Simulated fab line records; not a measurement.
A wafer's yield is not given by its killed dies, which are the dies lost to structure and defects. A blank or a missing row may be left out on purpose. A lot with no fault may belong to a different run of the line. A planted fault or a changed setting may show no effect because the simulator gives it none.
Chamber matching / flow n5-finfet / N5_BEOL_M3_ALD_98 on ald-sin-01 has 4 sister chambers
The step deposits SiO2, target thk 2.5 nm, pulse time 1 s, co reactant pulse time 1 s. 16 wafers are shown with their chamber, then 8 later ones without.

## EACH WAFER AND ITS CHAMBER
wafer=L079.1; chamber=2; heater-power-w (W)=87; precursor-pulse-height-rel=0.983
wafer=L079.5; chamber=3; heater-power-w (W)=75; precursor-pulse-height-rel=1.019
wafer=L079.6; chamber=0; heater-power-w (W)=71; precursor-pulse-height-rel=0.980
wafer=L084.1; chamber=1; heater-power-w (W)=79; precursor-pulse-height-rel=0.972
wafer=L084.3; chamber=3; heater-power-w (W)=74; precursor-pulse-height-rel=1.030
wafer=L084.5; chamber=1; heater-power-w (W)=80; precursor-pulse-height-rel=0.999
wafer=L089.2; chamber=3; heater-power-w (W)=76; precursor-pulse-height-rel=0.994
wafer=L089.3; chamber=0; heater-power-w (W)=71; precursor-pulse-height-rel=0.985
wafer=L089.5; chamber=1; heater-power-w (W)=81; precursor-pulse-height-rel=0.962
wafer=L088.3; chamber=0; heater-power-w (W)=74; precursor-pulse-height-rel=1.031
wafer=L088.5; chamber=1; heater-power-w (W)=79; precursor-pulse-height-rel=0.977
wafer=L088.6; chamber=0; heater-power-w (W)=71; precursor-pulse-height-rel=1.012
wafer=L093.1; chamber=2; heater-power-w (W)=83; precursor-pulse-height-rel=0.996
wafer=L093.2; chamber=1; heater-power-w (W)=81; precursor-pulse-height-rel=1.031
wafer=L093.4; chamber=3; heater-power-w (W)=74; precursor-pulse-height-rel=0.983
wafer=L092.3; chamber=1; heater-power-w (W)=82; precursor-pulse-height-rel=1.022

SIGNATURES, as means of the wafers listed above
reading=heater-power-w; chamber 0=71.75; chamber 1=80.33; chamber 2=85.00; chamber 3=74.75; scatter within a chamber=1.44
reading=precursor-pulse-height-rel; chamber 0=1.00200; chamber 1=0.99383; chamber 2=0.98950; chamber 3=1.00650; scatter within a chamber=0.0245
Rule: for each reading, subtract the chamber's mean from the wafer's reading, divide by that reading's scatter and square the result; add these up over the readings and take the root, which gives the wafer's distance from the chamber. The wafer belongs to the nearest chamber; if the next one is less than 2 further off, it can't be placed. The scatter: take each reading less its chamber's mean, square it, sum over the shown wafers, divide by the number of wafers less the number of chambers, and take the root.

## WAFERS WITHOUT THEIR CHAMBER
wafer=L092.5; heater-power-w (W)=71; precursor-pulse-height-rel=1.002
wafer=L092.6; heater-power-w (W)=74; precursor-pulse-height-rel=0.958
wafer=L095.2; heater-power-w (W)=72; precursor-pulse-height-rel=0.953
wafer=L095.5; heater-power-w (W)=83; precursor-pulse-height-rel=0.968
wafer=L095.6; heater-power-w (W)=85; precursor-pulse-height-rel=1.034
wafer=L097.2; heater-power-w (W)=73; precursor-pulse-height-rel=0.981
wafer=L097.3; heater-power-w (W)=71; precursor-pulse-height-rel=1.004
wafer=L097.5; heater-power-w (W)=86; precursor-pulse-height-rel=1.033

## WHICH CHAMBER EACH ONE RAN IN
wafer=L092.5; from the rows above=0; in truth=0
wafer=L092.6; from the rows above=can't be placed: 3 or 0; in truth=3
wafer=L095.2; from the rows above=can't be placed: 0 or 3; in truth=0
wafer=L095.5; from the rows above=can't be placed: 2 or 1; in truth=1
wafer=L095.6; from the rows above=can't be placed: 2 or 1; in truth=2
wafer=L097.2; from the rows above=can't be placed: 0 or 3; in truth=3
wafer=L097.3; from the rows above=0; in truth=0
wafer=L097.5; from the rows above=2; in truth=2
Correctly placed: 3 of 8. Not placeable from these rows: 5 (in 5, the candidates include the true chamber). Number placed wrongly: 0.
